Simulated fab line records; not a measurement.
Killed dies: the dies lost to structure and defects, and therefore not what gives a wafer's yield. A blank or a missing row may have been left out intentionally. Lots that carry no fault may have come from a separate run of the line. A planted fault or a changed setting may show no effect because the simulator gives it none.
fab line records | flow nand_harc
record: lots: 12 | wafers: 36 | last_day: 33
route steps=1302 shown A_CHANNEL_HOLE_D1@472 A_CHANNEL_FILL_D1@507 A_DECK1_JOINT@520 END@1302
lots with no fault: from the same line, run without faults
start_h: hours from the record's first day to the start of the lot's first wafer shown | wait_h: hours from the lot's prior step to this one | " unchanged from the row above | L1.1+2: several wafers, shown together as one row | - no value present, or no start provided | * or withheld: withheld | < > ~ a bound
route shown NAME@n: a module of which the file shows steps, and the number in the route of the first | usual: the fault-free wafers' mean and standard deviation | same: alike in all rows | chamber/n: place in a boat | sites: each site's reading | _std_site: how widely they spread, as a standard deviation | _edge_site: inner sites' mean taken away from outer sites' mean | radius_mm: for every site, how far away it sits from the centre of the wafer | mask NAME#n: copy n | behind: the last tool/chamber to shape the wafer | hold: why the lot was held/for how many hours/how that ended | device: which transistor (n, p or np) failed to switch | end of line: the same wafers' tests at the end of the route | step lacking rows: just its recipe | killed: not the wafer's yield, but the dies lost to structure and defects at the first sort | map: dies across one wafer; x = killed, . = not, _ = none there
set.NAME: the setting as run; set.NAME@STEP: as run at that earlier step | model.NAME: the simulator's own value behind a step, which no gauge read
steps of the route over a sample of lots; a table a step, a row a wafer
services: a tool's chamber out of use, with start hour (start_h, from the record's first day; less than 0 if before it), hours out, and reason
== steps ==
step: NHARC_A_CHANNEL_HOLE_D1_ETCH_20
recipe: bias_v: 3000 | source_w: withheld | pressure_mtorr: 20 | time_s: 361.9 | ar_flow_sccm: 375 | c4f8_flow_sccm: 89.3 | o2_flow_sccm: 35.7 | temp_c: -20 | target_depth_a: 16000 | chemistry: C4F8/O2/Ar
usual: c4f8_flow_sccm: 89.30/0.27 | chamber_pressure_mTorr: 20.001/0.019 | drypump_motor_current_A: 6.0/0.41 | oes_air_line_au: 1.000/0.022 | showerhead_plenum_p_Torr: 3.72/0.098 | throttle_valve_pct: 32.154/0.0098
lot.wafer | tool        | chamber | start_h | wait_h | c4f8_flow_sccm | chamber_pressure_mTorr | drypump_motor_current_A | oes_air_line_au | rf_hours_counter_h | showerhead_plenum_p_Torr | throttle_valve_pct
L293.4    | har_etch-02 | 1       | 214.40  | 0.2    | 89.12          | 20.022                 | 6.4                     | 1.007           | -                  | 3.76                     | 32.158
L293.6    | "           | 1       | "       | "      | 88.84          | 20.015                 | 6.4                     | 1.022           | -                  | 3.76                     | 32.146
L293.5    | "           | 0       | "       | "      | 88.93          | 19.995                 | 5.8                     | 0.977           | -                  | 3.63                     | 32.145
L295.1    | har_etch-02 | 1       | 235.89  | 0.1    | 89.56          | 19.955                 | 6.4                     | 1.000           | 326                | 3.75                     | 32.159
L295.4    | "           | 0       | "       | "      | 89.67          | 19.999                 | 5.8                     | 1.004           | -                  | 3.62                     | 32.139
L295.6    | "           | 0       | "       | "      | 89.10          | 19.994                 | 5.9                     | 1.002           | -                  | 3.62                     | 32.150
L296.2    | har_etch-01 | 0       | 238.18  | 0.1    | 89.53          | 20.031                 | 5.4                     | 1.004           | 118                | 3.68                     | 32.155
L296.3    | "           | 1       | "       | "      | 89.29          | 20.009                 | 6.4                     | 0.994           | -                  | 3.87                     | 32.155
L296.5    | "           | 1       | "       | "      | 89.26          | 19.994                 | 6.4                     | 0.975           | -                  | 3.87                     | 32.172
L297.2    | har_etch-02 | 0       | 250.02  | 0.1    | 89.63          | 20.000                 | 5.9                     | 1.035           | 337                | 3.62                     | 32.150
L297.4    | "           | 0       | "       | "      | 89.37          | 19.969                 | 5.9                     | 1.041           | -                  | 3.61                     | 32.154
L297.3    | "           | 1       | "       | "      | 89.28          | 20.029                 | 6.4                     | 0.994           | -                  | 3.74                     | 32.155
L302.2    | har_etch-02 | 1       | 298.18  | 0.1    | 89.43          | 20.014                 | 6.4                     | 1.009           | 364                | 3.73                     | 32.150
L302.6    | "           | 1       | "       | "      | 89.48          | 19.985                 | 6.4                     | 0.991           | -                  | 3.73                     | 32.162
L302.5    | "           | 0       | "       | "      | 89.02          | 19.994                 | 5.8                     | 1.030           | -                  | 3.60                     | 32.155
L303.1    | har_etch-02 | 0       | 311.17  | 0.1    | 88.90          | 19.977                 | 5.8                     | 0.976           | 368                | 3.60                     | 32.162
L303.2    | "           | 1       | "       | "      | 88.99          | 20.002                 | 6.4                     | 1.027           | 368                | 3.73                     | 32.148
L303.6    | "           | 1       | "       | "      | 88.93          | 20.003                 | 6.4                     | 1.000           | -                  | 3.73                     | 32.155
L304.1    | har_etch-01 | 0       | 330.67  | 0.1    | 89.24          | 20.023                 | 5.4                     | 0.974           | 164                | 3.65                     | 32.158
L304.4    | "           | 0       | "       | "      | 89.10          | 19.986                 | 5.4                     | 0.934           | -                  | 3.65                     | 32.150
L304.5    | "           | 1       | "       | "      | 90.04          | 19.985                 | 6.4                     | 0.988           | -                  | 3.84                     | 32.146
L305.2    | har_etch-02 | 1       | 331.76  | 0.1    | 89.17          | 20.010                 | 6.4                     | 0.982           | 379                | 3.72                     | 32.157
L305.1    | "           | 0       | "       | "      | 89.67          | 20.047                 | 5.9                     | 1.020           | 379                | 3.59                     | 32.143
L305.6    | "           | 0       | "       | "      | 89.50          | 19.997                 | 5.8                     | 0.966           | -                  | 3.59                     | 32.177
L309.1    | har_etch-01 | 1       | 373.74  | 0.1    | 89.41          | 20.018                 | 6.4                     | 1.004           | 191                | 3.83                     | 32.159
L309.2    | "           | 0       | "       | "      | 89.10          | 20.012                 | 5.4                     | 0.998           | 191                | 3.64                     | 32.149
L309.5    | "           | 0       | "       | "      | 89.55          | 20.058                 | 5.4                     | 0.982           | -                  | 3.64                     | 32.148
L310.1    | har_etch-01 | 0       | 389.78  | 0.1    | 89.09          | 19.980                 | 5.4                     | 0.990           | 206                | 3.63                     | 32.155
L310.4    | "           | 0       | "       | "      | 89.26          | 20.006                 | 5.4                     | 0.958           | -                  | 3.63                     | 32.151
L310.5    | "           | 1       | "       | "      | 89.59          | 20.003                 | 6.4                     | 0.963           | -                  | 3.82                     | 32.147
L311.2    | har_etch-01 | 1       | 397.74  | 0.1    | 89.23          | 19.987                 | 6.4                     | 0.986           | 214                | 3.81                     | 32.137
L311.4    | "           | 0       | "       | "      | 89.74          | 19.994                 | 5.4                     | 0.993           | -                  | 3.63                     | 32.161
L311.5    | "           | 0       | "       | "      | 89.37          | 20.015                 | 5.4                     | 1.023           | -                  | 3.63                     | 32.153
L313.2    | har_etch-02 | 0       | 409.65  | 0.1    | 89.04          | 20.003                 | 5.9                     | 1.005           | 8                  | 3.93                     | 32.151
L313.4    | "           | 0       | "       | "      | 89.70          | 20.001                 | 5.9                     | 0.989           | -                  | 3.93                     | 32.160
L313.6    | "           | 0       | "       | "      | 89.35          | 20.013                 | 5.9                     | 0.964           | -                  | 3.93                     | 32.172
step: NHARC_A_CHANNEL_HOLE_D1_XSEM_31
recipe: landing_energy_ev: 35000
usual: bot_cd_nm: 74.6/0.96 | bow_nm: 8.60/0.24 | tilt_deg: 0.08/0.041
lot.wafer | tool    | chamber | start_h | wait_h | bot_cd_nm | bow_nm | tilt_deg
L293.4    | xsem-01 | 0       | 219.79  | 0.1    | 75.2      | 8.95   | 0.09
L293.5    | "       | 0       | "       | "      | 74.8      | 8.87   | 0.09
L293.6    | "       | 0       | "       | "      | 76.8      | 8.93   | 0.09
L295.1    | xsem-02 | 0       | 241.35  | 0.1    | 75.0      | 8.52   | 0.15
L295.4    | "       | 0       | "       | "      | 75.6      | 8.54   | 0.15
L295.6    | "       | 0       | "       | "      | 74.6      | 8.50   | 0.14
L296.2    | xsem-01 | 0       | 243.65  | 0.1    | 74.3      | 8.74   | 0.12
L296.3    | "       | 0       | "       | "      | 72.7      | 8.71   | 0.12
L296.5    | "       | 0       | "       | "      | 73.7      | 8.76   | 0.12
L297.2    | xsem-01 | 0       | 255.65  | 0.1    | 74.7      | 8.54   | 0.01
L297.3    | "       | 0       | "       | "      | 74.5      | 8.61   | 0.01
L297.4    | "       | 0       | "       | "      | 76.4      | 8.49   | 0.01
L302.2    | xsem-01 | 0       | 303.73  | 0.1    | 73.5      | 8.86   | 0.09
L302.5    | "       | 0       | "       | "      | 73.4      | 8.89   | 0.08
L302.6    | "       | 0       | "       | "      | 75.4      | 8.73   | 0.08
L303.1    | xsem-01 | 0       | 316.67  | 0.1    | 76.1      | 8.54   | 0.08
L303.2    | "       | 0       | "       | "      | 77.0      | 8.49   | 0.08
L303.6    | "       | 0       | "       | "      | 75.7      | 8.43   | 0.08
L304.1    | xsem-02 | 0       | 336.12  | 0.1    | 75.2      | 8.44   | 0.09
L304.4    | "       | 0       | "       | "      | 72.9      | 8.44   | 0.09
L304.5    | "       | 0       | "       | "      | 75.1      | 8.38   | 0.09
L305.1    | xsem-01 | 0       | 337.24  | 0.1    | 73.8      | 8.49   | 0.09
L305.2    | "       | 0       | "       | "      | 73.1      | 8.51   | 0.09
L305.6    | "       | 0       | "       | "      | 75.0      | 8.57   | 0.09
L309.1    | xsem-02 | 0       | 379.50  | 0.1    | 74.8      | 8.70   | 0.06
L309.2    | "       | 0       | "       | "      | 74.9      | 8.63   | 0.06
L309.5    | "       | 0       | "       | "      | 74.3      | 8.54   | 0.06
L310.1    | xsem-01 | 0       | 395.27  | 0.1    | 75.3      | 8.66   | 0.05
L310.4    | "       | 0       | "       | "      | 75.3      | 8.69   | 0.04
L310.5    | "       | 0       | "       | "      | 74.7      | 8.64   | 0.04
L311.2    | xsem-02 | 0       | 403.28  | 0.1    | 75.1      | 8.40   | 0.12
L311.4    | "       | 0       | "       | "      | 74.6      | 8.38   | 0.12
L311.5    | "       | 0       | "       | "      | 74.0      | 8.36   | 0.12
L313.2    | xsem-01 | 0       | 415.21  | 0.1    | 75.5      | 8.92   | 0.10
L313.4    | "       | 0       | "       | "      | 74.9      | 8.96   | 0.10
L313.6    | "       | 0       | "       | "      | 75.8      | 8.93   | 0.10
step: NHARC_A_CHANNEL_FILL_D1_ALD_25
recipe: target_thk_a: 600 | pulse_time_s: 10 | ald_cycles: 600 | temp_c: 300 | material: SiOx
usual: heater_power_w: 453/52 | precursor_pulse_height_rel: 0.999/0.02
lot.wafer | tool      | chamber | start_h | wait_h | heater_power_w | precursor_pulse_height_rel
L293.4    | ald_hk-02 | 1       | 256.26  | 0.6    | 439            | 0.987
L293.6    | "         | 1       | 258.75  | 3.0    | 435            | 1.022
L293.5    | "         | 2       | "       | "      | 483            | 0.954
L295.1    | ald_hk-02 | 2       | 277.48  | 0.1    | 471            | 0.981
L295.4    | "         | 0       | 278.72  | 1.3    | 447            | 1.002
L295.6    | "         | 2       | 279.96  | 2.5    | 479            | 1.026
L296.3    | ald_hk-04 | 3       | 277.48  | 0.1    | 524            | 0.987
L296.2    | "         | 1       | 278.72  | 1.3    | 427            | 1.002
L296.5    | "         | 0       | 280.58  | 3.2    | 546            | 1.001
L297.3    | ald_hk-02 | 1       | 300.92  | 0.7    | 431            | 0.982
L297.4    | "         | 2       | "       | "      | 485            | 1.013
L297.2    | "         | 3       | "       | "      | 424            | 0.982
L302.2    | ald_hk-01 | 1       | 341.48  | 0.1    | 450            | 0.983
L302.6    | "         | 1       | 343.95  | 2.5    | 451            | 1.023
L302.5    | "         | 2       | "       | "      | 511            | 0.998
L303.1    | ald_hk-04 | 1       | 353.10  | 0.1    | 429            | 0.982
L303.2    | "         | 2       | "       | "      | 387            | 1.038
L303.6    | "         | 2       | 356.21  | 3.2    | 390            | 1.016
L304.4    | ald_hk-01 | 0       | 373.19  | 0.1    | 462            | 1.008
L304.1    | "         | 3       | 375.05  | 1.9    | 377            | 1.005
L304.5    | "         | 1       | 376.29  | 3.1    | 471            | 0.979
L305.1    | ald_hk-04 | 2       | 373.19  | 0.1    | 394            | 0.992
L305.2    | "         | 3       | "       | "      | 510            | 0.996
L305.6    | "         | 3       | 376.25  | 3.1    | 512            | 1.045
L309.2    | ald_hk-02 | 2       | 417.98  | 0.1    | 471            | 0.971
L309.1    | "         | 3       | 419.22  | 1.3    | 381            | 0.989
L309.5    | "         | 2       | 422.92  | 5.0    | 474            | 0.981
L310.4    | ald_hk-01 | 3       | 431.92  | 0.1    | 376            | 0.956
L310.1    | "         | 1       | 433.15  | 1.3    | 471            | 0.958
L310.5    | "         | 3       | 434.38  | 2.5    | 377            | 0.989
L311.4    | ald_hk-02 | 2       | 440.95  | 0.0    | 475            | 0.982
L311.2    | "         | 0       | 442.17  | 1.3    | 481            | 1.014
L311.5    | "         | 3       | 443.99  | 3.1    | 391            | 0.979
L313.4    | ald_hk-04 | 3       | 452.06  | 0.1    | 483            | 0.999
L313.2    | "         | 0       | "       | "      | 523            | 0.976
L313.6    | "         | 0       | 455.11  | 3.1    | 542            | 0.984
step: NHARC_A_DECK1_JOINT_ETCH_19
recipe: temp_c: 25 | target_depth_a: 30 | chemistry: TMAH | material: poly-Si
usual: bath_heat_duty_pct: 6.2/0.84 | temp_c: 24.99/0.11
lot.wafer | tool         | chamber | start_h | wait_h | bath_heat_duty_pct | temp_c
L293.4    | wet_bench-06 | 2       | 268.32  | 0.0    | 7.1                | 24.90
L293.5    | "            | 3       | "       | "      | 7.2                | 24.92
L293.6    | "            | 5       | "       | "      | 5.9                | 25.23
L296.3    | wet_bench-06 | 6       | 289.42  | 0.0    | 6.8                | 24.94
L296.2    | "            | 7       | "       | "      | 6.3                | 24.95
L296.5    | "            | 3       | "       | "      | 7.9                | 25.02
L295.4    | wet_bench-09 | 4       | 289.43  | 0.0    | 7.7                | 25.06
L295.1    | "            | 6       | "       | "      | 5.7                | 24.92
L295.6    | "            | 7       | "       | "      | 6.1                | 24.90
L297.2    | wet_bench-06 | 4       | 312.49  | 0.0    | 6.1                | 25.14
L297.4    | "            | 6       | "       | "      | 6.0                | 24.94
L297.3    | "            | 7       | "       | "      | 7.2                | 25.05
L302.6    | wet_bench-07 | 0       | 353.53  | 0.0    | 7.1                | 25.03
L302.5    | "            | 2       | "       | "      | 7.7                | 24.81
L302.2    | "            | 3       | "       | "      | 5.7                | 24.98
L303.1    | wet_bench-07 | 0       | 365.17  | 0.0    | -                  | -
L303.2    | "            | 1       | "       | "      | -                  | -
L303.6    | "            | 5       | "       | "      | -                  | -
L305.2    | wet_bench-07 | 3       | 385.20  | 0.0    | -                  | -
L305.1    | "            | 5       | "       | "      | -                  | -
L305.6    | "            | 6       | "       | "      | -                  | -
L304.4    | wet_bench-09 | 6       | 385.28  | 0.0    | -                  | -
L304.5    | "            | 7       | "       | "      | -                  | -
L304.1    | "            | 0       | "       | "      | -                  | -
L309.2    | wet_bench-09 | 0       | 433.78  | 0.0    | 6.4                | 25.06
L309.5    | "            | 1       | "       | "      | 5.3                | 24.96
L309.1    | "            | 3       | "       | "      | 6.2                | 24.90
L310.5    | wet_bench-09 | 2       | 444.14  | 0.0    | 5.9                | 25.16
L310.4    | "            | 4       | "       | "      | 7.2                | 24.86
L310.1    | "            | 6       | "       | "      | 6.1                | 25.15
L311.4    | wet_bench-09 | 2       | 453.03  | 0.0    | 5.3                | 24.94
L311.5    | "            | 4       | "       | "      | 7.3                | 24.97
L311.2    | "            | 5       | "       | "      | 5.5                | 25.16
L313.2    | wet_bench-09 | 0       | 464.10  | 0.0    | 6.7                | 24.96
L313.6    | "            | 2       | "       | "      | 5.0                | 24.92
L313.4    | "            | 3       | "       | "      | 5.3                | 25.00
step: NHARC_END_SORT_01
recipe: temp_c: 25
usual: killed_at_array: 56/20 | killed_at_other: 1/1.3 | killed_at_periphery: 3.5/2.7 | killed_dies: 60/20 | killed_open: 3.3/1.6 | killed_short: 2.4/1.5
same: gross_dies: 677
lot.wafer | tool      | chamber | start_h | wait_h | killed_at_array | killed_at_other | killed_at_periphery | killed_dies | killed_open | killed_short
L303.1    | prober-01 | 0       | 677.55  | 2.5    | 670             | 0               | 7                   | 677         | 3           | 4
L303.2    | prober-01 | 0       | 678.35  | 2.8    | 667             | 1               | 9                   | 677         | 4           | 1
L303.6    | prober-01 | 0       | 681.56  | 4.0    | 670             | 0               | 7                   | 677         | 2           | 1
L304.1    | prober-01 | 0       | 711.04  | 2.5    | 671             | 0               | 6                   | 677         | 4           | 4
L304.4    | prober-01 | 0       | 713.39  | 3.3    | 675             | 0               | 2                   | 677         | 2           | 0
L304.5    | prober-01 | 0       | 714.17  | 3.6    | 671             | 0               | 6                   | 677         | 7           | 3
L305.1    | prober-02 | 0       | 711.14  | 2.5    | 674             | 2               | 1                   | 677         | 4           | 5
L305.2    | prober-02 | 0       | 711.94  | 2.8    | 675             | 1               | 1                   | 677         | 4           | 1
L305.6    | prober-02 | 0       | 715.12  | 4.0    | 670             | 3               | 4                   | 677         | 6           | 3
killed by level:class
L303.1 A_DECK1_JOINT:area_etch=582 A_SLIT:chamber_film_flake=33 A_CHANNEL_HOLE_D1:chamber_film_flake=29 A_CHANNEL_HOLE_D2:chamber_film_flake=12 P_BONDPAD:chamber_film_flake=4 A_WL_FILL:chamber_film_flake=3 A_STAIRCASE:chamber_film_flake=3 A_CONTACT:chamber_film_flake=2
L303.2 A_DECK1_JOINT:area_etch=593 A_SLIT:chamber_film_flake=30 A_CHANNEL_HOLE_D1:chamber_film_flake=16 A_CHANNEL_HOLE_D2:chamber_film_flake=11 P_BONDPAD:chamber_film_flake=6 A_CONTACT:chamber_film_flake=5 P_STI:chamber_film_flake=2 A_ZERO_WELL:chamber_film_flake=2
L303.6 A_DECK1_JOINT:area_etch=597 A_SLIT:chamber_film_flake=33 A_CHANNEL_HOLE_D1:chamber_film_flake=19 A_CHANNEL_HOLE_D2:chamber_film_flake=10 A_STAIRCASE:chamber_film_flake=5 A_CONTACT:chamber_film_flake=4 P_BONDPAD:chamber_film_flake=3 P_GATE:geometric_particle:open=1
L304.1 A_DECK1_JOINT:area_etch=584 A_SLIT:chamber_film_flake=39 A_CHANNEL_HOLE_D2:chamber_film_flake=21 A_STAIRCASE:chamber_film_flake=12 A_CHANNEL_HOLE_D1:chamber_film_flake=5 A_CONTACT:chamber_film_flake=4 P_CONTACT:geometric_particle:open=1 P_M0:geometric_particle:short=1
L305.1 A_DECK1_JOINT:area_etch=622 A_CHANNEL_HOLE_D1:chamber_film_flake=31 A_CONTACT:chamber_film_flake=4 A_ONON_D1:geometric_particle:open=2 A_CHANNEL_FILL_D1:geometric_particle:short=2 A_DECK1_JOINT:chamber_film_flake=2 A_CHANNEL_HOLE_D2:chamber_film_flake=2 A_STAIRCASE:chamber_film_flake=2
L305.2 A_DECK1_JOINT:area_etch=636 A_CHANNEL_HOLE_D1:chamber_film_flake=18 A_CONTACT:chamber_film_flake=5 A_STAIRCASE:chamber_film_flake=4 A_SLIT:chamber_film_flake=3 A_ONON_D1:geometric_particle:open=2 A_CHANNEL_HOLE_D2:chamber_film_flake=2 A_CHANNEL_HOLE_D1:geometric_particle:open=1
L304.4 A_DECK1_JOINT:area_etch=585 A_SLIT:chamber_film_flake=33 A_CHANNEL_HOLE_D2:chamber_film_flake=22 A_CHANNEL_HOLE_D1:chamber_film_flake=12 A_STAIRCASE:chamber_film_flake=9 A_CONTACT:chamber_film_flake=9 A_M1:chamber_film_flake=3 P_M0:geometric_particle:open=1
L304.5 A_DECK1_JOINT:area_etch=583 A_SLIT:chamber_film_flake=32 A_CHANNEL_HOLE_D1:chamber_film_flake=19 A_CHANNEL_HOLE_D2:chamber_film_flake=13 A_CONTACT:chamber_film_flake=9 A_STAIRCASE:chamber_film_flake=6 P_STI:chamber_film_flake=3 A_CHANNEL_FILL_D2:geometric_particle:short=2
L305.6 A_DECK1_JOINT:area_etch=619 A_CHANNEL_HOLE_D1:chamber_film_flake=33 A_CONTACT:chamber_film_flake=5 P_CONTACT:geometric_particle:open=2 A_CHANNEL_FILL_D1:geometric_particle:open=2 A_STAIRCASE:chamber_film_flake=2 A_SLIT:chamber_film_flake=2 A_M1:chamber_film_flake=2
== services ==
tool         | chamber | start_h | hours | kind
wet_bench-06 | -       | 201.97  | 8.0   | pm
ald_hk-01    | -       | 272.87  | 2.3   | repair
wet_bench-07 | -       | 275.22  | 8.0   | pm
wet_bench-06 | -       | 290.74  | 3.6   | repair
ald_hk-01    | -       | 299.92  | 10.0  | pm
ald_hk-01    | -       | 322.13  | 2.1   | repair
ald_hk-02    | -       | 348.81  | 10.0  | pm
wet_bench-09 | -       | 352.80  | 8.0   | pm
har_etch-01  | -       | 353.53  | 1.2   | repair
ald_hk-04    | -       | 366.28  | 2.0   | repair
har_etch-02  | -       | 367.14  | 1.8   | repair
xsem-01      | -       | 374.00  | 14.0  | pm
wet_bench-06 | -       | 377.97  | 8.0   | pm
har_etch-02  | -       | 381.69  | 17.0  | pm
har_etch-02  | 0       | 381.69  | 17.0  | vent_cycle
har_etch-02  | 1       | 381.69  | 17.0  | vent_cycle
har_etch-02  | 0       | 398.69  | -     | clean
har_etch-02  | 0       | 398.69  | -     | consumable_replace:focus_ring
har_etch-02  | 0       | 398.69  | -     | consumable_replace:showerhead
har_etch-02  | 1       | 398.69  | -     | clean
har_etch-02  | 1       | 398.69  | -     | consumable_replace:focus_ring
ald_hk-04    | -       | 432.14  | 10.0  | pm
wet_bench-07 | -       | 451.22  | 8.0   | pm
wet_bench-06 | -       | 462.65  | 0.5   | repair
== key ==
first_sign: step: NHARC_A_DECK1_JOINT_ETCH_19 | reading: tool_record | direction: missing
effect: step: NHARC_END_SORT_01 | reading: killed_at_array | direction: up | sigmas: 31 | usual: 56 | struck: 671
more_kills_born_at: NHARC_A_DECK1_JOINT_ETCH_19@wet_bench-07: 3649 | NHARC_A_DECK1_JOINT_ETCH_19@wet_bench-09: 1752
met_at NHARC_A_DECK1_JOINT_ETCH_19
struck_lots L303,L304,L305
later_rows_left_out L303.1,L303.2,L303.6,L304.1,L304.4,L304.5,L305.1,L305.2,L305.6
tester_left_out L303,L304,L305
not_acting_at NHARC_A_CHANNEL_HOLE_D1_ETCH_20,NHARC_A_CHANNEL_HOLE_D1_XSEM_31,NHARC_A_CHANNEL_FILL_D1_ALD_25
onset_between 353.53 365.17
fault: kind: skipped_step_whole | tool: wet_bench-07,wet_bench-09 | chamber: - | onset_h: 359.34 | steps: NHARC_A_DECK1_JOINT_ETCH_19 | scope: struck_lots_only
tester_left_out: of these lots the tester's yield and bins aren't shown, on N5 and GAA mostly nor the transistor test; their killed dies are dies lost to structure and defects alone, not to doping, threshold or leakage, so they don't give the yield
later_rows_left_out: the simulator's readings of these wafers behind a module that went badly wrong aren't trusted and aren't shown, but for the sort
